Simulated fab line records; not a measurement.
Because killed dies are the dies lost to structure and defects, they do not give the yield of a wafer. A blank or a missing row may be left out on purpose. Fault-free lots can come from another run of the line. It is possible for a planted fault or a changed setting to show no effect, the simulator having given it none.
Matching of chambers / flow n5_finfet / rie_diel-05 running N5_BEOL_M4_STRIP_36: 4 sister chambers
The step strips in N2/H2. 4 wafers are shown with their chamber, then 7 later ones without.

WAFERS, EACH WITH ITS CHAMBER
wafer=L076.6; chamber=0; throttle_valve_pct (%)=23.60
wafer=L088.2; chamber=2; throttle_valve_pct (%)=23.82
wafer=L093.2; chamber=1; throttle_valve_pct (%)=23.33
wafer=L093.4; chamber=3; throttle_valve_pct (%)=23.14

WAFERS WHOSE CHAMBER IS MISSING
wafer=L093.6; throttle_valve_pct (%)=23.15
wafer=L094.1; throttle_valve_pct (%)=23.81
wafer=L094.3; throttle_valve_pct (%)=23.14
wafer=L094.4; throttle_valve_pct (%)=23.34
wafer=L097.1; throttle_valve_pct (%)=23.11
wafer=L097.5; throttle_valve_pct (%)=23.33
wafer=L097.6; throttle_valve_pct (%)=23.59

WHICH CHAMBER EACH ONE RAN IN
wafer=L093.6; from the rows above=3; in truth=3
wafer=L094.1; from the rows above=2; in truth=2
wafer=L094.3; from the rows above=3; in truth=3
wafer=L094.4; from the rows above=1; in truth=1
wafer=L097.1; from the rows above=3; in truth=3
wafer=L097.5; from the rows above=1; in truth=1
wafer=L097.6; from the rows above=0; in truth=0
Correct placement for 7 of the 7. Number that these rows cannot place: 0. Wrongly placed: 0.
How it was worked out, from the rows above alone: a wafer's distance from a chamber is the root of the sum, over the readings, of the square of ((its reading less the chamber's mean) divided by the reading's scatter). If the next closest chamber is less than 2 further off than the closest, the wafer can't be placed; otherwise it belongs to the closest. For every chamber, the mean is computed from those of its wafers that are shown. The scatter (one wafer shown for each chamber): square how far every hidden wafer sits from the nearest shown wafer, average those squares and take the square root.
